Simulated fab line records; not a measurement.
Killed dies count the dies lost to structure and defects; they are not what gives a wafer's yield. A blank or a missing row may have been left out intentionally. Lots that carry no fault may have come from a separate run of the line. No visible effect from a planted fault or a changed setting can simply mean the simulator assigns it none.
fab line records	flow nandHarc
record: lots: 24	wafers: 72	lastDay: 33
route steps=1302 shown A_CONTACT@1047
lots with no fault: from the same line, run without faults
startH: the number of hours between the record's first day and the start of the first shown wafer of the lot	waitH: how many hours have passed since the lot's step before this one	" unchanged from the row above	L1.1+2: one row covering several wafers at once	- either no value or no given start	* or withheld: withheld	< > ~ a bound
route shown NAME@n: NAME is a module with steps in the file, n the number in the route of the first one	usual: mean/standard deviation taken from wafers without a fault	same: alike in all rows	chamber/n: place in a boat	sites: per-site readings	_std_site: the values' standard deviation	_edge_site: mean of outer sites minus mean of inner sites	radiusMm: how far each site lies from the wafer's centre	mask NAME#n: copy n	behind: the tool/chamber that last shaped the wafer	hold: reason for holding the lot/hours on hold/outcome of the hold	device: which transistor (n, p or np) failed to switch	end of line: tests run on the same wafers once the route is complete	a step given without rows: its recipe and nothing more	killed: dies that structure and defects cost at the first sort, which is not the same as the wafer's yield	map: per-die view of a wafer (x killed, . not killed, _ where there is no die)
set.NAME: the setting that was run; set.NAME@STEP: the one run at that earlier step	model.NAME: the simulator's own value behind a step, which no gauge read
a sample of lots followed through the steps of the route, with each step as a table and each wafer as a row
services: a tool's chamber out of use, with start hour (startH, from the record's first day; less than 0 if before it), hours out, and reason
== steps ==
step: NHARC_A_CONTACT_ETCH_124
recipe: sourceW: withheld	pressureMtorr: 20	biasV: withheld	timeS: 140	targetDepthA: 7000	arFlowSccm: withheld	c4f8FlowSccm: withheld	o2FlowSccm: withheld	chemistry: C4F8/O2/Ar
usual: chamberPressureMTorr: 20.002/0.018
lot.wafer	tool	chamber	startH	waitH	chamberPressureMTorr	rfHoursCounterH
L076.1	harCapEtch-03	0	513.11	-	20.020	40
L076.2	"	1	"	"	20.004	40
L076.4	"	1	"	"	19.982	-
L074.1	harCapEtch-01	1	514.03	-	20.018	0
L074.5	"	0	"	"	20.011	-
L074.6	"	1	"	"	20.030	-
L075.2	harCapEtch-02	0	522.44	-	20.011	91
L075.4	"	1	"	"	20.006	-
L075.5	"	1	"	"	20.007	-
L077.4	harCapEtch-03	0	527.87	-	19.973	-
L077.3	"	1	"	"	20.005	-
L077.5	"	0	"	"	19.979	-
L078.1	harCapEtch-02	1	536.45	-	19.996	94
L078.4	"	1	"	"	19.991	-
L078.3	"	0	"	"	20.034	-
L079.1	harCapEtch-02	1	553.99	-	20.015	97
L079.2	"	0	"	"	20.013	97
L079.3	"	0	"	"	19.996	-
L080.2	harCapEtch-03	0	559.75	-	20.014	51
L080.3	"	1	"	"	19.997	-
L080.5	"	0	"	"	20.037	-
L081.3	harCapEtch-01	0	584.24	-	20.000	-
L081.6	"	1	"	"	20.025	-
L081.5	"	0	"	"	20.014	-
L082.2	harCapEtch-03	0	597.06	-	19.989	56
L082.4	"	0	"	"	20.023	-
L082.5	"	0	"	"	20.005	-
L083.2	harCapEtch-02	1	598.85	-	20.009	104
L083.3	"	0	"	"	19.986	-
L083.6	"	0	"	"	20.037	-
L084.3	harCapEtch-01	1	615.87	-	19.992	-
L084.6	"	0	"	"	19.969	-
L084.5	"	1	"	"	20.010	-
L086.2	harCapEtch-03	0	616.32	-	20.004	63
L086.5	"	0	"	"	19.993	-
L086.6	"	1	"	"	20.005	-
L087.3	harCapEtch-02	1	623.32	-	19.998	-
L087.5	"	0	"	"	20.013	-
L087.6	"	1	"	"	19.993	-
L085.4	harCapEtch-01	1	624.71	-	20.019	-
L085.3	"	0	"	"	19.978	-
L085.5	"	0	"	"	19.996	-
L088.1	harCapEtch-03	0	645.50	-	19.999	68
L088.3	"	0	"	"	19.999	-
L088.6	"	1	"	"	20.013	-
L089.1	harCapEtch-01	0	650.73	-	20.017	26
L089.4	"	1	"	"	19.987	-
L089.5	"	1	"	"	20.003	-
L090.2	harCapEtch-02	1	655.14	-	20.017	116
L090.3	"	1	"	"	19.982	-
L090.6	"	0	"	"	20.034	-
L091.3	harCapEtch-03	0	679.67	-	19.992	-
L091.4	"	1	"	"	19.973	-
L091.5	"	1	"	"	20.016	-
L092.1	harCapEtch-01	0	684.21	-	20.039	31
L092.2	"	1	"	"	19.998	31
L092.5	"	0	"	"	19.989	-
L093.1	harCapEtch-01	1	690.99	-	20.005	33
L093.6	"	0	"	"	19.982	-
L093.5	"	1	"	"	19.987	-
L094.1	harCapEtch-03	0	699.76	-	19.972	77
L094.2	"	1	"	"	20.022	77
L094.5	"	0	"	"	19.999	-
L096.2	harCapEtch-02	0	712.09	-	19.978	127
L096.3	"	0	"	"	20.017	-
L096.4	"	1	"	"	20.001	-
L095.2	harCapEtch-01	0	714.65	-	20.016	38
L095.4	"	1	"	"	19.983	-
L095.5	"	1	"	"	19.982	-
L097.2	harCapEtch-02	0	729.44	-	20.002	130
L097.3	"	1	"	"	19.980	-
L097.6	"	1	"	"	19.990	-
step: NHARC_A_CONTACT_ETCH_132
recipe: sourceW: withheld	pressureMtorr: 20	biasV: 3000	timeS: 197	targetDepthA: 19240	arFlowSccm: withheld	c4f8FlowSccm: withheld	o2FlowSccm: withheld	chemistry: C4F8/O2/Ar
usual: chamberPressureMTorr: 20.001/0.02
lot.wafer	tool	chamber	startH	waitH	chamberPressureMTorr	rfHoursCounterH
L076.1	harCapEtch-03	0	514.54	0.1	19.968	41
L076.2	"	1	"	"	20.067	41
L076.4	"	1	"	"	20.040	-
L074.1	harCapEtch-01	1	515.47	0.1	19.995	1
L074.5	"	0	"	"	20.032	-
L074.6	"	1	"	"	19.991	-
L075.2	harCapEtch-02	0	523.87	0.1	20.011	92
L075.4	"	1	"	"	19.973	-
L075.5	"	1	"	"	20.006	-
L077.4	harCapEtch-03	0	529.30	0.1	19.998	-
L077.3	"	1	"	"	20.014	-
L077.5	"	0	"	"	20.003	-
L078.1	harCapEtch-02	1	537.88	0.1	19.999	95
L078.4	"	1	"	"	19.997	-
L078.3	"	0	"	"	20.026	-
L079.1	harCapEtch-02	1	555.42	0.1	20.012	98
L079.2	"	0	"	"	20.025	98
L079.3	"	0	"	"	20.043	-
L080.2	harCapEtch-03	0	561.17	0.1	19.980	52
L080.3	"	1	"	"	19.986	-
L080.5	"	0	"	"	20.009	-
L081.3	harCapEtch-01	0	585.66	0.1	20.016	-
L081.6	"	1	"	"	20.024	-
L081.5	"	0	"	"	19.992	-
L082.2	harCapEtch-03	0	598.49	0.1	20.004	58
L082.4	"	0	"	"	20.010	-
L082.5	"	0	"	"	20.006	-
L083.2	harCapEtch-02	1	600.29	0.1	20.035	105
L083.3	"	0	"	"	19.957	-
L083.6	"	0	"	"	20.017	-
L084.3	harCapEtch-01	1	617.28	0.1	20.034	-
L084.6	"	0	"	"	20.015	-
L084.5	"	1	"	"	19.997	-
L086.2	harCapEtch-03	0	617.76	0.1	20.003	64
L086.5	"	0	"	"	19.986	-
L086.6	"	1	"	"	19.993	-
L087.3	harCapEtch-02	1	624.75	0.1	20.007	-
L087.5	"	0	"	"	19.981	-
L087.6	"	1	"	"	19.993	-
L085.4	harCapEtch-01	1	626.13	0.1	19.999	-
L085.3	"	0	"	"	20.009	-
L085.5	"	0	"	"	20.049	-
L088.1	harCapEtch-03	0	646.94	0.1	20.039	69
L088.3	"	0	"	"	20.015	-
L088.6	"	1	"	"	20.013	-
L089.1	harCapEtch-01	0	652.16	0.1	19.969	27
L089.4	"	1	"	"	19.982	-
L089.5	"	1	"	"	20.000	-
L090.2	harCapEtch-02	1	656.76	0.1	20.032	117
L090.3	"	1	"	"	20.001	-
L090.6	"	0	"	"	19.985	-
L091.3	harCapEtch-03	0	681.10	0.1	19.965	-
L091.4	"	1	"	"	19.993	-
L091.5	"	1	"	"	20.027	-
L092.1	harCapEtch-01	0	685.65	0.1	19.999	32
L092.2	"	1	"	"	19.973	32
L092.5	"	0	"	"	19.983	-
L093.1	harCapEtch-01	1	692.43	0.1	20.016	34
L093.6	"	0	"	"	20.011	-
L093.5	"	1	"	"	19.992	-
L094.1	harCapEtch-03	0	701.18	0.1	19.987	78
L094.2	"	1	"	"	19.964	78
L094.5	"	0	"	"	20.017	-
L096.2	harCapEtch-02	0	713.53	0.1	19.985	128
L096.3	"	0	"	"	20.027	-
L096.4	"	1	"	"	19.997	-
L095.2	harCapEtch-01	0	716.57	0.2	19.985	39
L095.4	"	1	"	"	20.000	-
L095.5	"	1	"	"	20.003	-
L097.2	harCapEtch-02	0	730.87	0.1	19.977	131
L097.3	"	1	"	"	19.980	-
L097.6	"	1	"	"	19.968	-
step: NHARC_A_CONTACT_ETCH_133
recipe: sourceW: withheld	pressureMtorr: 20	biasV: 400	timeS: 374	targetDepthA: 16100	arFlowSccm: withheld	c4f8FlowSccm: 11.5	o2FlowSccm: 7.2	chemistry: C4F8/O2/Ar
usual: chamberPressureMTorr: 20.001/0.018
lot.wafer	tool	chamber	startH	waitH	chamberPressureMTorr	rfHoursCounterH
L076.1	harCapEtch-03	0	514.71	0.1	19.972	42
L076.2	"	1	"	"	20.024	42
L076.4	"	1	"	"	20.015	-
L074.1	harCapEtch-01	1	515.68	0.2	20.007	1
L074.5	"	0	"	"	19.991	-
L074.6	"	1	"	"	20.033	-
L075.2	harCapEtch-02	0	524.09	0.2	20.037	92
L075.4	"	1	"	"	20.028	-
L075.5	"	1	"	"	19.999	-
L077.4	harCapEtch-03	0	529.55	0.2	19.997	-
L077.3	"	1	"	"	19.965	-
L077.5	"	0	"	"	19.986	-
L078.1	harCapEtch-02	1	538.06	0.1	20.019	96
L078.4	"	1	"	"	19.996	-
L078.3	"	0	"	"	19.958	-
L079.1	harCapEtch-02	1	555.59	0.1	19.971	99
L079.2	"	0	"	"	20.012	99
L079.3	"	0	"	"	20.001	-
L080.2	harCapEtch-03	0	561.39	0.2	19.965	52
L080.3	"	1	"	"	19.991	-
L080.5	"	0	"	"	20.016	-
L081.3	harCapEtch-01	0	585.96	0.3	20.004	-
L081.6	"	1	"	"	20.015	-
L081.5	"	0	"	"	20.016	-
L082.2	harCapEtch-03	0	598.67	0.1	20.009	58
L082.4	"	0	"	"	20.014	-
L082.5	"	0	"	"	20.028	-
L083.2	harCapEtch-02	1	600.51	0.2	20.005	105
L083.3	"	0	"	"	20.014	-
L083.6	"	0	"	"	20.016	-
L084.3	harCapEtch-01	1	617.58	0.3	20.028	-
L084.6	"	0	"	"	19.986	-
L084.5	"	1	"	"	20.016	-
L086.2	harCapEtch-03	0	617.94	0.1	19.972	64
L086.5	"	0	"	"	19.993	-
L086.6	"	1	"	"	20.023	-
L087.3	harCapEtch-02	1	625.06	0.3	19.987	-
L087.5	"	0	"	"	19.986	-
L087.6	"	1	"	"	19.996	-
L085.4	harCapEtch-01	1	626.39	0.2	19.997	-
L085.3	"	0	"	"	20.018	-
L085.5	"	0	"	"	19.971	-
L088.1	harCapEtch-03	0	647.15	0.2	19.997	70
L088.3	"	0	"	"	19.982	-
L088.6	"	1	"	"	19.967	-
L089.1	harCapEtch-01	0	652.34	0.1	19.995	27
L089.4	"	1	"	"	19.996	-
L089.5	"	1	"	"	20.012	-
L090.2	harCapEtch-02	1	656.94	0.1	19.990	117
L090.3	"	1	"	"	19.993	-
L090.6	"	0	"	"	20.003	-
L091.3	harCapEtch-03	0	681.36	0.2	19.999	-
L091.4	"	1	"	"	19.999	-
L091.5	"	1	"	"	19.998	-
L092.1	harCapEtch-01	0	685.82	0.1	20.011	32
L092.2	"	1	"	"	20.011	32
L092.5	"	0	"	"	20.009	-
L093.1	harCapEtch-01	1	692.65	0.2	19.987	34
L093.6	"	0	"	"	20.004	-
L093.5	"	1	"	"	20.025	-
L094.1	harCapEtch-03	0	701.35	0.1	20.005	78
L094.2	"	1	"	"	20.004	78
L094.5	"	0	"	"	20.028	-
L096.2	harCapEtch-02	0	713.70	0.1	20.022	128
L096.3	"	0	"	"	20.019	-
L096.4	"	1	"	"	19.984	-
L095.2	harCapEtch-01	0	716.80	0.2	20.001	40
L095.4	"	1	"	"	20.011	-
L095.5	"	1	"	"	20.011	-
L097.2	harCapEtch-02	0	731.09	0.2	19.992	132
L097.3	"	1	"	"	19.999	-
L097.6	"	1	"	"	20.008	-
step: NHARC_A_CONTACT_INSPECT_10
usual: rawDefectCount: 82/39
lot.wafer	tool	chamber	startH	waitH	rawDefectCount
L076.1	defectInspect-02	-	519.15	0.0	91
L076.2	"	-	"	"	115
L076.4	"	-	"	"	104
L074.1	defectInspect-02	-	520.20	0.0	25
L074.5	"	-	"	"	27
L074.6	"	-	"	"	18
L075.2	defectInspect-02	-	531.82	0.0	79
L075.4	"	-	"	"	63
L075.5	"	-	"	"	57
L077.3	defectInspect-01	-	533.93	0.0	70
L077.4	"	-	"	"	56
L077.5	"	-	"	"	88
L078.1	defectInspect-02	-	542.93	0.0	145
L078.3	"	-	"	"	167
L078.4	"	-	"	"	165
L079.1	defectInspect-01	-	565.64	0.0	150
L079.2	"	-	"	"	125
L079.3	"	-	"	"	111
L080.2	defectInspect-01	-	572.97	0.0	65
L080.3	"	-	"	"	59
L080.5	"	-	"	"	70
L081.3	defectInspect-02	-	590.33	0.0	132
L081.5	"	-	"	"	121
L081.6	"	-	"	"	125
L082.2	defectInspect-01	-	603.44	0.0	34
L082.4	"	-	"	"	30
L082.5	"	-	"	"	26
L083.2	defectInspect-02	-	605.11	0.0	115
L083.3	"	-	"	"	137
L083.6	"	-	"	"	138
L084.3	defectInspect-02	-	624.73	0.0	85
L084.5	"	-	"	"	69
L084.6	"	-	"	"	79
L086.2	defectInspect-02	-	624.90	0.0	65
L086.5	"	-	"	"	60
L086.6	"	-	"	"	76
L087.3	defectInspect-01	-	629.67	0.0	88
L087.5	"	-	"	"	85
L087.6	"	-	"	"	88
L085.3	defectInspect-02	-	631.11	0.0	56
L085.4	"	-	"	"	45
L085.5	"	-	"	"	37
L088.1	defectInspect-02	-	652.37	0.0	55
L088.3	"	-	"	"	45
L088.6	"	-	"	"	43
L089.1	defectInspect-01	-	656.76	0.0	68
L089.4	"	-	"	"	80
L089.5	"	-	"	"	70
L090.2	defectInspect-02	-	663.17	0.0	71
L090.3	"	-	"	"	87
L090.6	"	-	"	"	89
L091.3	defectInspect-02	-	686.15	0.0	173
L091.4	"	-	"	"	159
L091.5	"	-	"	"	147
L092.1	defectInspect-02	-	691.47	0.0	53
L092.2	"	-	"	"	54
L092.5	"	-	"	"	62
L093.1	defectInspect-01	-	698.92	0.0	103
L093.5	"	-	"	"	134
L093.6	"	-	"	"	136
L094.1	defectInspect-02	-	706.04	0.0	32
L094.2	"	-	"	"	33
L094.5	"	-	"	"	41
L096.2	defectInspect-01	-	718.15	0.0	86
L096.3	"	-	"	"	86
L096.4	"	-	"	"	103
L095.2	defectInspect-01	-	721.38	0.0	69
L095.4	"	-	"	"	56
L095.5	"	-	"	"	68
L097.2	defectInspect-02	-	735.77	0.0	38
L097.3	"	-	"	"	29
L097.6	"	-	"	"	38
step: NHARC_A_CONTACT_ETCH_31
recipe: targetDepthA: 28000	overEtchFrac: 0.3	timeS: 728	ionEnergyEv: 150	o2FlowSccm: 400	cosFlowSccm: 20	arFlowSccm: 0	rfW: 500	biasW: 300	chemistry: O2/COS
usual: chamberPressureMTorr: 20.001/0.018	drypumpMotorCurrentA: 5.6/0.33	mfcArSccm: 0.003/0.0074	oesProductAu: 0.997/0.01	rfVppV: 314.1/1.9	showerheadPlenumPTorr: 3.12/0.12	throttleValvePct: 28.330/0.0087
lot.wafer	tool	chamber	startH	waitH	chamberPressureMTorr	drypumpMotorCurrentA	mfcArSccm	oesProductAu	rfHoursCounterH	rfVppV	showerheadPlenumPTorr	throttleValvePct
L076.1	rieDiel-04	3	-	-	20.010	5.8	0	0.998	22	313.8	3.06	28.332
L076.2	"	0	"	"	19.961	5.1	0	1.007	22	312.1	3.03	28.320
L076.4	"	2	"	"	19.979	5.7	0	1.008	21	316.5	3.27	28.338
L074.1	rieDiel-01	3	-	-	20.014	6.1	0.002	0.993	42	316.4	3.29	28.349
L074.6	"	3	"	"	19.977	6.1	0.002	0.996	-	315.6	3.29	28.341
L074.5	"	0	"	"	20.008	5.4	0	0.998	-	317.0	3.32	28.336
L075.2	rieDiel-01	1	-	-	19.988	6.0	0.009	0.988	39	314.7	3.13	28.336
L075.4	"	2	"	"	20.001	5.5	0	0.990	52	314.8	3.07	28.327
L075.5	"	0	"	"	20.014	5.4	0	1.002	-	317.6	3.32	28.325
L077.4	rieDiel-06	3	-	-	19.994	5.3	0.005	0.997	12	314.2	3.09	28.327
L077.3	"	0	"	"	19.963	5.2	0.039	1.007	15	311.0	2.99	28.331
L077.5	"	1	"	"	19.997	5.6	0	1.005	-	318.7	3.36	28.325
L078.1	rieDiel-04	1	-	-	20.006	5.6	0	0.996	2	312.3	2.99	28.338
L078.3	"	0	"	"	20.007	5.0	0	1.000	2	313.6	3.02	28.344
L078.4	"	1	"	"	20.010	5.6	0	0.997	-	312.7	2.99	28.322
L079.2	rieDiel-04	0	566.62	0.1	19.998	5.1	0	0.998	4	312.9	3.02	28.345
L079.1	"	3	"	"	19.971	5.8	0	1.012	5	312.5	3.06	28.348
L079.3	"	0	"	"	20.011	5.1	0	0.978	-	312.9	3.02	28.320
L080.2	rieDiel-06	1	-	-	20.019	5.6	0	1.010	29	316.6	3.36	28.345
L080.3	"	2	"	"	20.007	6.2	0.008	1.000	27	314.8	3.11	28.332
L080.5	"	1	"	"	19.990	5.6	0	1.004	-	316.0	3.36	28.313
L081.3	rieDiel-01	3	-	-	20.041	6.1	0.002	0.997	7	315.6	3.28	28.333
L081.5	"	1	"	"	20.013	6.0	0.009	0.987	-	314.6	3.12	28.330
L081.6	"	2	"	"	19.986	5.5	0	0.989	-	312.9	3.06	28.332
L082.4	rieDiel-04	3	-	-	19.976	5.8	0	1.008	12	313.1	3.05	28.349
L082.2	"	0	"	"	20.034	5.1	0	0.996	12	314.1	3.02	28.340
L082.5	"	2	"	"	20.004	5.7	0	0.995	-	316.6	3.27	28.335
L083.2	rieDiel-04	3	-	-	20.019	5.8	0	1.003	12	313.9	3.05	28.324
L083.3	"	0	"	"	20.011	5.1	0	0.997	12	312.6	3.02	28.339
L083.6	"	1	"	"	19.998	5.7	0	0.990	-	311.8	2.99	28.325
L084.3	rieDiel-04	2	-	-	19.999	5.7	0	0.994	12	316.2	3.26	28.334
L084.6	"	1	"	"	19.999	5.6	0	1.001	-	312.8	2.99	28.322
L084.5	"	2	"	"	20.002	5.7	0	0.990	-	316.3	3.26	28.333
L086.2	rieDiel-06	1	-	-	19.995	5.6	0	0.980	49	316.9	3.35	28.321
L086.5	"	2	"	"	19.971	6.2	0.008	1.001	-	314.1	3.10	28.340
L086.6	"	3	"	"	19.996	5.3	0.005	0.980	-	313.4	3.08	28.340
L087.3	rieDiel-01	3	-	-	19.977	6.1	0.002	0.998	19	315.7	3.28	28.339
L087.5	"	2	"	"	19.996	5.5	0	0.980	-	312.2	3.05	28.334
L087.6	"	3	"	"	19.995	6.1	0.002	0.990	-	316.4	3.27	28.337
L085.4	rieDiel-04	3	-	-	20.005	5.8	0	1.010	18	312.6	3.05	28.312
L085.3	"	2	"	"	19.996	5.7	0	0.993	13	316.8	3.26	28.327
L085.5	"	0	"	"	19.964	5.1	0	1.003	-	312.4	3.02	28.330
L088.1	rieDiel-01	1	-	-	20.022	6.0	0.009	0.989	32	313.6	3.11	28.322
L088.3	"	2	"	"	19.980	5.5	0	0.979	30	313.2	3.05	28.328
L088.6	"	1	"	"	19.989	6.0	0.009	0.986	-	313.0	3.11	28.343
L089.4	rieDiel-04	1	-	-	19.974	5.6	0	0.995	20	311.7	2.99	28.317
L089.1	"	2	"	"	20.043	5.7	0	0.982	16	315.6	3.26	28.326
L089.5	"	1	"	"	20.030	5.6	0	1.011	-	312.6	2.99	28.343
L090.3	rieDiel-01	2	-	-	19.995	5.5	0	0.981	34	312.0	3.05	28.331
L090.2	"	3	"	"	20.002	6.1	0.002	1.003	32	317.6	3.27	28.332
L090.6	"	2	"	"	19.998	5.5	0	0.993	-	312.8	3.05	28.337
L091.3	rieDiel-04	0	-	-	20.030	5.1	0	1.007	26	312.1	3.01	28.337
L091.4	"	3	"	"	20.011	5.8	0	1.004	26	313.2	3.05	28.326
L091.5	"	0	"	"	19.994	5.1	0	1.018	-	311.9	3.01	28.326
L092.1	rieDiel-04	2	-	-	19.994	5.7	0	0.990	21	315.9	3.26	28.325
L092.2	"	0	"	"	20.004	5.1	0	1.005	27	312.8	3.01	28.316
L092.5	"	2	"	"	20.006	5.7	0	0.989	-	316.1	3.26	28.340
L093.1	rieDiel-01	1	-	-	20.009	6.0	0.009	0.977	48	312.6	3.10	28.319
L093.5	"	3	"	"	20.003	6.1	0.002	0.988	-	314.7	3.26	28.334
L093.6	"	0	"	"	19.990	5.4	0	0.987	-	316.3	3.29	28.330
L094.2	rieDiel-06	2	-	-	19.980	6.3	0.008	0.981	13	314.7	3.09	28.336
L094.1	"	1	"	"	19.965	5.6	0	1.002	13	315.3	3.34	28.337
L094.5	"	3	"	"	19.985	5.3	0.005	0.987	-	312.9	3.06	28.334
L096.4	rieDiel-04	1	-	-	19.945	5.6	0	0.982	0	311.5	2.98	28.334
L096.2	"	2	"	"	20.026	5.7	0	1.006	1	315.1	3.26	28.320
L096.3	"	3	"	"	20.008	5.8	0	1.008	0	312.2	3.04	28.311
L095.4	rieDiel-04	1	-	-	20.000	5.6	0	0.981	1	310.8	2.98	28.339
L095.2	"	2	"	"	20.040	5.7	0	0.991	1	316.1	3.26	28.321
L095.5	"	0	"	"	19.998	5.1	0	0.998	-	313.3	3.01	28.333
L097.3	rieDiel-04	2	-	-	20.028	5.7	0	1.006	6	315.4	3.25	28.330
L097.2	"	0	"	"	19.988	5.1	0	1.019	6	310.9	3.01	28.324
L097.6	"	3	"	"	20.002	5.8	0	1.017	-	313.5	3.04	28.341
step: NHARC_A_CONTACT_ETCH_98
recipe: targetDepthA: 200	overEtchFrac: 0.5	timeS: 10	ionEnergyEv: 250	c4f6FlowSccm: 25	o2FlowSccm: 20	arFlowSccm: 500	rfW: 600	biasW: 500	chemistry: C4F6/O2
usual: chamberPressureMTorr: 30.001/0.027	drypumpMotorCurrentA: 5.6/0.32	mfcArSccm: 500.1/1.5	oesProductAu: 0.950/0.02	rfVppV: 546.5/2.8	showerheadPlenumPTorr: 3.91/0.14	throttleValvePct: 26.903/0.0087
lot.wafer	tool	chamber	startH	waitH	chamberPressureMTorr	drypumpMotorCurrentA	mfcArSccm	oesProductAu	rfHoursCounterH	rfVppV	showerheadPlenumPTorr	throttleValvePct
L076.1	rieDiel-04	2	-	-	29.936	5.7	500.2	0.938	21	550.5	4.10	26.878
L076.2	"	0	"	"	30.028	5.1	498.2	0.951	23	544.3	3.81	26.894
L076.4	"	1	"	"	29.956	5.6	503.0	0.936	21	544.2	3.77	26.895
L074.1	rieDiel-04	2	-	-	29.952	5.7	500.0	1.002	21	550.9	4.10	26.894
L074.6	"	2	"	"	30.037	5.7	500.4	0.995	-	549.5	4.10	26.896
L074.5	"	3	"	"	30.001	5.8	500.6	0.995	-	546.0	3.85	26.904
L075.4	rieDiel-06	3	-	-	29.988	5.3	501.4	0.937	13	547.0	3.89	26.904
L075.2	"	2	"	"	30.020	6.3	497.3	0.936	13	547.9	3.92	26.899
L075.5	"	3	"	"	30.010	5.3	498.5	0.933	-	547.3	3.89	26.903
L077.3	rieDiel-01	0	-	-	29.997	5.4	500.7	0.966	52	552.7	4.16	26.903
L077.4	"	1	"	"	30.053	6.0	499.6	0.966	42	547.2	3.94	26.906
L077.5	"	3	"	"	30.017	6.1	502.0	0.956	-	550.6	4.12	26.903
L078.1	rieDiel-04	3	546.33	0.1	29.985	5.8	501.1	0.968	2	544.8	3.85	26.904
L078.3	"	0	"	"	29.959	5.1	500.6	0.950	2	545.7	3.80	26.898
L078.4	"	0	"	"	30.042	5.1	499.2	0.956	-	544.6	3.80	26.913
L079.3	rieDiel-04	0	570.48	0.1	29.991	5.1	500.0	0.943	5	545.6	3.80	26.899
L079.1	"	1	"	"	30.027	5.6	500.3	0.950	4	543.3	3.77	26.894
L079.2	"	3	"	"	29.993	5.8	498.2	0.960	6	545.0	3.84	26.918
L080.3	rieDiel-04	3	-	-	29.982	5.8	498.9	0.941	6	545.5	3.84	26.901
L080.2	"	0	"	"	29.975	5.1	502.1	0.939	6	544.9	3.80	26.912
L080.5	"	2	"	"	30.052	5.7	501.5	0.927	-	549.6	4.10	26.911
L081.3	rieDiel-04	3	593.96	0.1	29.983	5.8	500.3	0.958	9	546.0	3.84	26.909
L081.6	"	2	"	"	29.990	5.7	502.2	0.941	-	550.1	4.10	26.914
L081.5	"	3	"	"	30.037	5.8	500.5	0.962	-	545.5	3.84	26.899
L082.2	rieDiel-04	2	-	-	30.014	5.7	501.1	0.945	7	550.9	4.10	26.901
L082.4	"	0	"	"	30.031	5.1	499.8	0.930	13	546.2	3.80	26.903
L082.5	"	3	"	"	29.996	5.8	497.2	0.940	-	546.1	3.84	26.886
L083.3	rieDiel-06	2	-	-	29.948	6.3	497.9	0.932	37	547.3	3.91	26.912
L083.2	"	1	"	"	30.013	5.6	502.2	0.921	40	552.2	4.20	26.904
L083.6	"	2	"	"	29.980	6.3	499.9	0.931	-	547.0	3.91	26.902
L086.2	rieDiel-01	1	-	-	30.023	6.0	500.0	0.946	25	546.8	3.92	26.910
L086.5	"	2	"	"	29.997	5.5	498.5	0.929	-	546.2	3.84	26.900
L086.6	"	3	"	"	29.998	6.1	500.7	0.930	-	550.9	4.11	26.891
L084.3	rieDiel-04	1	-	-	29.991	5.6	498.7	0.950	16	545.1	3.76	26.902
L084.6	"	0	"	"	29.988	5.1	501.6	0.939	-	544.3	3.79	26.911
L084.5	"	1	"	"	30.041	5.6	500.5	0.952	-	543.7	3.76	26.895
L087.3	rieDiel-01	3	-	-	30.020	6.1	499.1	0.952	20	550.4	4.11	26.904
L087.5	"	3	"	"	29.962	6.1	498.8	0.941	-	551.1	4.11	26.906
L087.6	"	0	"	"	29.993	5.4	500.8	0.935	-	550.9	4.14	26.914
L085.3	rieDiel-04	2	-	-	30.026	5.7	500.1	0.944	13	551.1	4.09	26.911
L085.4	"	3	"	"	29.964	5.8	500.1	0.941	18	545.7	3.84	26.889
L085.5	"	1	"	"	29.962	5.6	503.2	0.938	-	544.0	3.76	26.899
L088.3	rieDiel-04	2	-	-	29.981	5.7	502.4	0.990	15	550.1	4.09	26.906
L088.1	"	3	"	"	29.939	5.8	498.7	1.002	21	544.0	3.84	26.903
L088.6	"	2	"	"	29.979	5.7	500.8	0.995	-	549.3	4.09	26.893
L089.1	rieDiel-04	0	-	-	29.985	5.1	498.6	0.949	22	542.9	3.79	26.897
L089.4	"	1	"	"	30.026	5.6	500.0	0.930	20	544.4	3.76	26.909
L089.5	"	0	"	"	30.017	5.1	499.7	0.948	-	545.3	3.79	26.899
L090.2	rieDiel-04	0	-	-	29.988	5.1	500.2	0.958	22	543.6	3.79	26.904
L090.3	"	2	"	"	30.005	5.7	500.3	0.946	17	550.5	4.09	26.884
L090.6	"	3	"	"	29.987	5.8	502.7	0.955	-	545.6	3.84	26.884
L091.3	rieDiel-04	2	-	-	30.003	5.7	497.6	0.954	21	550.0	4.09	26.897
L091.4	"	1	"	"	30.040	5.6	496.4	0.953	25	543.7	3.76	26.909
L091.5	"	3	"	"	29.998	5.8	499.1	0.946	-	545.7	3.83	26.901
L092.2	rieDiel-01	0	-	-	30.009	5.4	502.0	0.939	43	551.6	4.13	26.907
L092.1	"	1	"	"	30.035	6.0	499.9	0.918	47	548.2	3.90	26.901
L092.5	"	3	"	"	30.044	6.1	501.1	0.955	-	549.8	4.10	26.914
L093.1	rieDiel-01	0	-	-	29.964	5.4	502.8	0.955	44	549.1	4.13	26.907
L093.6	"	1	"	"	29.978	6.0	498.9	0.947	-	547.1	3.90	26.912
L093.5	"	2	"	"	29.981	5.5	503.9	0.948	-	543.7	3.82	26.909
L094.2	rieDiel-01	2	-	-	29.972	5.5	499.2	0.936	49	544.9	3.82	26.893
L094.1	"	1	"	"	29.958	6.0	502.4	0.945	51	547.2	3.90	26.900
L094.5	"	3	"	"	29.995	6.2	503.2	0.962	-	550.1	4.09	26.926
L096.2	rieDiel-04	0	-	-	29.999	5.1	499.8	0.980	0	545.3	3.79	26.902
L096.4	"	2	"	"	29.994	5.7	501.0	0.981	1	549.7	4.09	26.912
L096.3	"	3	"	"	29.988	5.8	500.4	0.978	1	545.8	3.83	26.909
L095.4	rieDiel-04	0	-	-	29.989	5.1	499.1	0.964	1	542.8	3.79	26.909
L095.2	"	3	"	"	30.015	5.8	501.2	0.961	1	545.3	3.83	26.909
L095.5	"	1	"	"	30.032	5.6	498.0	0.929	-	544.9	3.75	26.898
L097.2	rieDiel-04	0	742.53	0.8	29.944	5.1	498.6	0.926	7	542.9	3.78	26.893
L097.3	"	0	"	"	29.982	5.1	500.4	0.930	-	544.5	3.78	26.908
L097.6	"	2	"	"	30.080	5.7	497.6	0.923	-	549.9	4.08	26.905
== services ==
tool	chamber	startH	hours	kind
harCapEtch-01	-	497.00	17.0	pm
harCapEtch-03	-	508.19	0.8	repair
rieDiel-04	0	510.96	-	clean
rieDiel-04	1	510.96	-	clean
rieDiel-04	2	510.96	-	clean
rieDiel-04	3	510.96	-	clean
rieDiel-04	-	531.96	9.0	pm
rieDiel-04	0	531.96	9.0	ventCycle
rieDiel-04	2	553.89	3.6	repair
rieDiel-04	2	557.75	13.7	repair
rieDiel-01	-	557.82	9.0	pm
rieDiel-04	1	565.42	2.6	repair
rieDiel-06	-	588.48	2.4	repair
rieDiel-04	1	591.59	3.2	repair
rieDiel-01	0	636.26	1.2	repair
rieDiel-06	1	641.37	7.3	repair
rieDiel-06	-	661.70	9.0	pm
rieDiel-01	3	664.64	4.5	repair
rieDiel-04	-	708.96	9.0	pm
harCapEtch-02	-	710.27	0.4	repair
rieDiel-04	1	733.64	12.1	repair
rieDiel-01	-	736.74	9.0	pm
harCapEtch-02	-	739.58	0.1	repair
rieDiel-04	3	740.89	2.5	repair
== key ==
fault none
